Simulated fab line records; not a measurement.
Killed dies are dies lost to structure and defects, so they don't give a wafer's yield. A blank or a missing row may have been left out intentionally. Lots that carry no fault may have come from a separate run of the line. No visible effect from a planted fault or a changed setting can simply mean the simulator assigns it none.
fab line records	flow n5_finfet
record lots=7	wafers=20	last_day=16
route steps=1938 shown BEOL_M2@891 BEOL_M4@1111
lots with no fault: from the same line, run without faults
start_h: the number of hours between the record's first day and the start of the first shown wafer of the lot	wait_h: how many hours have passed since the lot's step before this one	" same as the row above	L1.1+2: one row covering several wafers at once	- no value, or no start given	* or withheld: withheld	< > ~ a bound
route shown NAME@n: names a module that has steps shown in the file, with the first one's number in the route	usual: the fault-free wafers' mean and standard deviation	same: alike in all rows	chamber/n: place in a boat	sites: readings site by site	_std_site: their standard deviation	_edge_site: inner sites' mean taken away from outer sites' mean	radius_mm: for every site, how far away it sits from the centre of the wafer	mask NAME#n: copy n	behind: the tool/chamber that last shaped the wafer	hold: the reason the lot was held/the length of the hold in hours/how it ended	device: transistor that didn't switch, given as n, p or np	end of line: at the end of the route, the tests of the same wafers	a step with no rows: only its recipe	killed: dies that structure and defects cost at the first sort, which is not the same as the wafer's yield	map: dies across one wafer; x = killed, . = not, _ = none there
set.NAME: the run value of the setting; set.NAME@STEP: its run value at that earlier step	model.NAME: the simulator's own value behind a step, which no gauge read
lots at selected steps of the route; one table per step, one row per wafer
services: the hour from which a tool's chamber was out of use, counted from the record's first day as start_h (under 0 if before that day), plus the number of hours and why
## steps
# step N5_BEOL_M2_ETCH_41
# recipe chemistry=CH3F/O2	target=SiCN	target_depth_a=299	taper_deg=2	time_s=52.5	ion_energy_ev=120	mask_material=TiN	pressure_mtorr=30	source_w=395	bias_w=75	Ar_flow_sccm=150	CH3F_flow_sccm=30	O2_flow_sccm=20
# usual drypump_motor_current_A=5.8/0.47	oes_product_au=0.79/0.091	rf_vpp_V=297.6/1.6	showerhead_plenum_p_Torr=2.02/0.073	throttle_valve_pct=16.26/0.2
lot.wafer	tool	chamber	start_h	wait_h	drypump_motor_current_A	oes_product_au	rf_hours_counter_h	rf_vpp_V	showerhead_plenum_p_Torr	throttle_valve_pct
L421.1	rie_diel-02	3	-	-	5.6	0.76	161	296.9	2.01	16.36
L421.2	"	0	"	"	5.3	0.72	191	296.6	1.89	16.13
L421.6	"	1	"	"	6.3	0.73	-	299.3	2.08	16.35
L423.2	rie_diel-02	0	-	-	5.3	0.72	195	295.7	1.89	16.13
L423.3	"	2	"	"	5.2	0.70	222	298.4	2.07	16.67
L423.5	"	0	"	"	5.3	0.72	-	296.2	1.89	16.14
L425.3	rie_diel-02	0	-	-	5.3	0.72	201	294.2	1.89	16.15
L425.4	"	3	"	"	5.6	0.75	172	296.8	2.01	16.38
L425.6	"	0	"	"	5.3	0.71	-	295.3	1.89	16.14
L436.2	rie_diel-03	3	-	-	5.7	0.92	18	300.3	2.14	16.19
L436.3	"	2	"	"	5.4	0.77	123	297.6	2.01	16.15
L436.6	"	3	"	"	5.7	0.92	-	299.4	2.14	16.21
L437.3	rie_diel-04	1	-	-	6.3	0.95	15	296.3	1.96	15.93
L437.4	"	0	"	"	6.7	0.90	-	299.0	2.13	16.28
L437.6	"	1	"	"	6.3	0.95	-	297.9	1.96	15.93
L439.1	rie_diel-04	3	-	-	6.4	0.85	64	297.9	2.05	16.42
L439.5	"	0	"	"	6.7	0.88	-	298.5	2.13	16.30
L439.6	"	3	"	"	6.4	0.84	-	298.1	2.05	16.45
L438.1	rie_diel-02	0	-	-	5.3	0.69	227	295.2	1.88	16.21
L438.4	"	0	"	"	5.3	0.69	-	294.6	1.88	16.20
# step N5_BEOL_M2_STRIP_97
# recipe chemistry=N2/H2	time_s=10	power_w=450	temp_c=40	pressure_mtorr=20	rf_frequency_hz=6e+07	bias_power_w=7	n2_flow_sccm=200	h2_flow_sccm=200
# step N5_BEOL_M2_OCD_MEAS_38
# usual trench_depth_nm=55.7/0.85
lot.wafer	tool	chamber	start_h	wait_h	trench_depth_nm
L421.1	ocd-02	-	138.59	-	56.8
L421.2	"	-	"	"	54.9
L421.6	"	-	"	"	56.2
L423.2	ocd-01	-	157.26	-	56.0
L423.3	"	-	"	"	55.6
L423.5	"	-	"	"	55.8
L425.3	ocd-02	-	177.77	-	56.1
L425.4	"	-	"	"	57.4
L425.6	"	-	"	"	55.3
L436.2	ocd-01	-	242.08	-	55.1
L436.3	"	-	"	"	55.7
L436.6	"	-	"	"	55.8
L437.3	ocd-02	-	242.12	-	57.2
L437.4	"	-	"	"	55.4
L437.6	"	-	"	"	56.8
L439.1	ocd-01	-	247.99	-	55.2
L439.5	"	-	"	"	55.2
L439.6	"	-	"	"	55.7
L438.1	ocd-01	-	248.46	-	54.6
L438.4	"	-	"	"	54.8
# step N5_BEOL_M2_HM_STRIP_39
# recipe chemistry=peroxide_tin_strip	material=TiN	target_depth_a=250	temp_c=50	time_s=158
# step N5_BEOL_M2_SRD_40
# recipe time_s=30	temp_c=23	rinse_liquid=diw	dry=ipa_marangoni
# step N5_BEOL_M2_PRECLEAN_42
# recipe chemistry=residue_remover	time_s=60	temp_c=40
# step N5_BEOL_M2_SRD_43
# recipe time_s=30	temp_c=23	rinse_liquid=diw	dry=ipa_marangoni
# step N5_BEOL_M2_CD_MEAS_35
# recipe target_cd_nm=18	target_cd_y_nm=22.2	polarity=opening
# usual cd_nm=18.1/0.35
lot.wafer	tool	chamber	start_h	wait_h	cd_nm
L421.1	cd_sem-02	-	138.74	0.0	17.8
L421.2	"	-	"	"	17.9
L421.6	"	-	"	"	17.5
L423.2	cd_sem-03	-	157.41	0.0	18.5
L423.3	"	-	"	"	17.9
L423.5	"	-	"	"	18.0
L425.3	cd_sem-03	-	177.93	0.0	18.2
L425.4	"	-	"	"	18.0
L425.6	"	-	"	"	18.4
L436.2	cd_sem-01	-	242.25	0.0	18.4
L436.3	"	-	"	"	17.9
L436.6	"	-	"	"	18.4
L437.3	cd_sem-01	-	242.28	0.0	17.8
L437.4	"	-	"	"	18.3
L437.6	"	-	"	"	17.8
L439.1	cd_sem-03	-	248.14	0.0	17.8
L439.5	"	-	"	"	18.3
L439.6	"	-	"	"	18.1
L438.1	cd_sem-01	-	248.62	0.0	17.5
L438.4	"	-	"	"	18.1
# step N5_BEOL_M2_DEGAS_44
# recipe ambient=vacuum	temp_c=250	time_s=60
# usual heater_power_w=332/21
lot.wafer	tool	chamber	start_h	wait_h	heater_power_w
L421.1	pvd_sputter-02	-	138.83	0.1	342
L421.2	"	-	"	"	324
L421.6	"	-	"	"	342
L423.2	pvd_sputter-02	-	157.67	0.3	345
L423.3	"	-	"	"	334
L423.5	"	-	"	"	340
L425.3	pvd_sputter-03	-	178.33	0.4	327
L425.4	"	-	"	"	350
L425.6	"	-	"	"	355
L436.2	pvd_sputter-01	-	242.68	0.4	281
L436.3	"	-	"	"	287
L436.6	"	-	"	"	336
L437.3	pvd_sputter-03	-	242.70	0.4	351
L437.4	"	-	"	"	363
L437.6	"	-	"	"	318
L439.1	pvd_sputter-02	-	249.01	0.9	341
L439.5	"	-	"	"	348
L439.6	"	-	"	"	293
L438.1	pvd_sputter-01	-	249.10	0.5	341
L438.4	"	-	"	"	360
# step N5_BEOL_M2_PRE_CLEAN_45
# recipe gas=H2/He	time_s=30	temp_c=250
# usual heater_power_w=333/21
lot.wafer	tool	chamber	start_h	wait_h	heater_power_w
L421.1	pvd_sputter-02	-	138.87	0.0	343
L421.2	"	-	"	"	331
L421.6	"	-	"	"	340
L423.2	pvd_sputter-02	-	157.71	0.0	347
L423.3	"	-	"	"	329
L423.5	"	-	"	"	345
L425.3	pvd_sputter-03	-	178.37	0.0	324
L425.4	"	-	"	"	352
L425.6	"	-	"	"	359
L436.2	pvd_sputter-01	-	242.72	0.0	290
L436.3	"	-	"	"	282
L436.6	"	-	"	"	337
L437.3	pvd_sputter-03	-	242.74	0.0	345
L437.4	"	-	"	"	356
L437.6	"	-	"	"	319
L439.1	pvd_sputter-02	-	249.05	0.0	336
L439.5	"	-	"	"	346
L439.6	"	-	"	"	305
L438.1	pvd_sputter-01	-	249.14	0.0	346
L438.4	"	-	"	"	371
# step N5_BEOL_M2_ALD_84
# recipe material=TaN	target_thk_a=*	temp_c=275	ald_precursor_family=PDMAT	ald_co_reactant=NH3	pressure_torr=3	carrier_flow_sccm=1500	pulse_time_s=2	purge_time_s=3	co_reactant_purge_time_s=2	co_reactant_pulse_time_s=3	ald_cycles=30	precursor_vessel_temp_c=75	precursor_vessel_pressure_torr=26.25	precursor_vessel_carrier_sccm=1000
# usual heater_power_w=400/34
lot.wafer	tool	chamber	start_h	wait_h	heater_power_w
L421.1	ald_metal-01	2	138.93	0.0	421
L421.2	"	1	"	"	448
L421.6	"	3	"	"	379
L423.2	ald_metal-04	2	157.81	0.1	351
L423.3	"	0	"	"	443
L423.5	"	1	"	"	455
L425.3	ald_metal-04	3	178.43	0.0	339
L425.4	"	0	"	"	452
L425.6	"	0	"	"	448
L436.2	ald_metal-01	1	242.80	0.1	447
L436.3	"	2	"	"	420
L436.6	"	1	"	"	448
L437.3	ald_metal-02	2	242.80	0.0	407
L437.4	"	0	"	"	388
L437.6	"	3	"	"	398
L439.1	ald_metal-02	0	249.13	0.1	391
L439.5	"	0	"	"	393
L439.6	"	3	"	"	389
L438.1	ald_metal-01	1	249.20	0.0	453
L438.4	"	2	"	"	413
# step N5_BEOL_M2_SURFACE_TREAT_85
# recipe gas=Ar	time_s=*	ion_energy_ev=*	ion_current_ma_cm2=0.5	pressure_mtorr=*	ar_flow_sccm=30
# step N5_BEOL_M2_CVD_47
# recipe material=Co	target_thk_a=30	temp_c=withheld	precursor=CCTBA/H2	pressure_torr=30	time_s=223.8
# usual run_length_s=246.8/0.35
lot.wafer	tool	chamber	start_h	wait_h	run_length_s
L421.1	cvd_co-01	0	139.25	0.0	247.1
L421.2	"	1	"	"	246.4
L421.6	"	1	"	"	246.7
L423.2	cvd_co-02	1	158.19	0.1	246.6
L423.3	"	0	"	"	246.8
L423.5	"	1	"	"	247.3
L425.3	cvd_co-02	0	179.05	0.3	247.0
L425.4	"	2	"	"	246.5
L425.6	"	0	"	"	246.9
L436.2	cvd_co-01	0	243.12	0.0	250.4
L436.3	"	2	"	"	246.2
L436.6	"	1	"	"	246.9
L437.3	cvd_co-02	0	243.17	0.1	247.3
L437.4	"	1	"	"	246.7
L437.6	"	2	"	"	246.9
L439.1	cvd_co-01	1	249.51	0.0	250.1
L439.5	"	0	"	"	247.3
L439.6	"	1	"	"	246.3
L438.1	cvd_co-01	2	249.65	0.1	250.3
L438.4	"	0	"	"	246.6
# step N5_BEOL_M2_SPUTTER_48
# recipe material=Cu	target_thk_a=45	temp_c=-20	chamber_pressure_pa=0.07	power_w=withheld	time_s=8.29
# usual throttle_valve_pct=30.0/1.1
lot.wafer	tool	chamber	start_h	wait_h	throttle_valve_pct
L421.1	pvd_sputter-03	-	139.45	0.1	31.0
L421.2	"	-	"	"	29.1
L421.6	"	-	"	"	28.8
L423.2	pvd_sputter-02	-	159.95	1.7	29.9
L423.3	"	-	"	"	32.2
L423.5	"	-	"	"	31.9
L425.3	pvd_sputter-01	-	180.64	1.5	31.6
L425.4	"	-	"	"	30.3
L425.6	"	-	"	"	31.4
L436.2	pvd_sputter-01	-	243.32	0.1	31.6
L436.3	"	-	"	"	30.3
L436.6	"	-	"	"	28.5
L437.3	pvd_sputter-03	-	243.50	0.3	28.7
L437.4	"	-	"	"	29.3
L437.6	"	-	"	"	28.8
L439.1	pvd_sputter-03	-	249.85	0.3	28.9
L439.5	"	-	"	"	28.9
L439.6	"	-	"	"	29.0
L438.1	pvd_sputter-03	-	251.69	2.0	29.2
L438.4	"	-	"	"	28.6
# step N5_BEOL_M4_RC_MEAS_101
# usual DIBL_N=35.8/1.6	DIBL_P=36.0/1.9	IOFF_N=0.151/0.029	IOFF_P=0.21/0.037	ION_N=673/12	ION_P=463/7.3	SS_N=71.5/0.58	SS_P=73.2/0.61	VT_N=251/3.3	VT_P=-250/3.3
lot.wafer	tool	chamber	start_h	wait_h	DIBL_N[mV/V]	DIBL_P[mV/V]	IOFF_N[nA/um]	IOFF_P[nA/um]	ION_N[uA/um]	ION_P[uA/um]	SS_N[mV/dec]	SS_P[mV/dec]	VT_N[mV]	VT_P[mV]
L421.1	prober-02	0	161.92	0.6	38.9	39.9	0.190	0.26	692	474	72.2	73.7	248	-246
L421.2	"	0	"	"	37.2	35.9	0.139	0.19	664	455	71.7	72.8	255	-253
L421.6	"	0	"	"	36.5	35.5	0.129	0.19	663	457	72.1	73.1	255	-251
L423.2	prober-01	0	186.86	0.2	37.0	37.5	0.157	0.21	682	468	70.7	73.4	253	-249
L423.3	"	0	"	"	34.7	34.5	0.109	0.17	650	454	70.7	71.9	257	-252
L423.5	"	0	"	"	37.1	37.3	0.151	0.21	672	455	71.0	73.5	251	-248
L425.3	prober-02	0	209.02	0.3	37.5	37.6	0.156	0.22	670	465	71.6	73.0	248	-250
L425.4	"	0	"	"	35.1	34.3	0.117	0.18	663	454	70.5	72.3	253	-250
L425.6	"	0	"	"	38.4	38.3	0.168	0.24	686	472	71.8	73.1	250	-248
L436.2	prober-02	0	276.70	0.2	34.7	35.4	0.137	0.19	669	464	71.5	72.5	251	-249
L436.3	"	0	"	"	35.3	36.3	0.153	0.23	671	472	70.8	73.3	248	-247
L436.6	"	0	"	"	35.1	35.7	0.133	0.20	669	466	70.8	72.7	254	-249
L438.1	prober-01	0	277.28	0.0	36.1	36.7	0.174	0.22	691	473	71.8	73.6	247	-252
L438.4	"	0	"	"	33.0	32.3	0.112	0.16	659	455	70.5	72.4	255	-251
L437.3	prober-02	0	278.80	0.3	36.0	35.6	0.178	0.24	679	466	71.7	73.5	249	-247
L437.4	"	0	"	"	35.1	34.5	0.145	0.22	666	468	71.4	73.3	250	-249
L437.6	"	0	"	"	38.9	38.8	0.218	0.29	692	471	72.7	74.7	247	-246
L439.1	prober-01	0	280.84	0.0	35.6	35.9	0.150	0.20	673	459	71.4	73.4	247	-251
L439.5	"	0	"	"	33.0	32.2	0.112	0.15	672	461	70.1	73.0	255	-255
L439.6	"	0	"	"	36.4	37.1	0.163	0.23	672	466	71.8	74.1	249	-249
## services
tool	chamber	start_h	hours	kind
cvd_co-02	1	114.90	-	clean
cvd_co-02	1	114.90	22.0	scheduled_down
cvd_co-02	1	114.90	22.0	vent_cycle
ald_metal-04	-	118.44	2.8	pm
ald_metal-01	3	119.98	5.4	repair
cvd_co-02	-	127.37	2.8	pm
ald_metal-02	3	130.22	107.3	repair
pvd_sputter-01	-	137.17	2.2	repair
cvd_co-01	0	141.80	9.5	repair
rie_diel-02	-	145.40	4.3	pm
rie_diel-02	-	163.03	3.2	repair
rie_diel-04	0	165.28	-	clean
rie_diel-04	0	165.28	-	consumable_replace:focus_ring
rie_diel-04	0	165.28	-	consumable_replace:showerhead
rie_diel-04	0	165.28	18.7	scheduled_down
rie_diel-03	3	189.80	9.6	repair
rie_diel-03	-	219.02	2.8	pm
pvd_sputter-01	-	231.67	2.2	repair
pvd_sputter-01	-	236.50	2.7	repair
rie_diel-02	2	241.92	-	clean
rie_diel-02	2	241.92	-	consumable_replace:focus_ring
rie_diel-02	2	241.92	31.1	scheduled_down
rie_diel-02	2	241.92	31.1	vent_cycle
ald_metal-01	1	243.56	3.8	repair
## key
first_sign step=N5_BEOL_M2_CVD_47	reading=run_length_s	direction=up	sigmas=10	usual=*	struck=*
effect none on later readings
met_at N5_BEOL_M2_CVD_47
struck_wafers L436.2,L438.1,L439.1
onset_between 139.25 243.12
fault kind=process_parameter_drift	tool=cvd_co-01	chamber=-	onset_h=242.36	steps=N5_BEOL_M2_CVD_47	channel=time_s	offset=*	shape=step	end_h=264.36	scope=struck_wafers_only	acts_in=*	stated=*
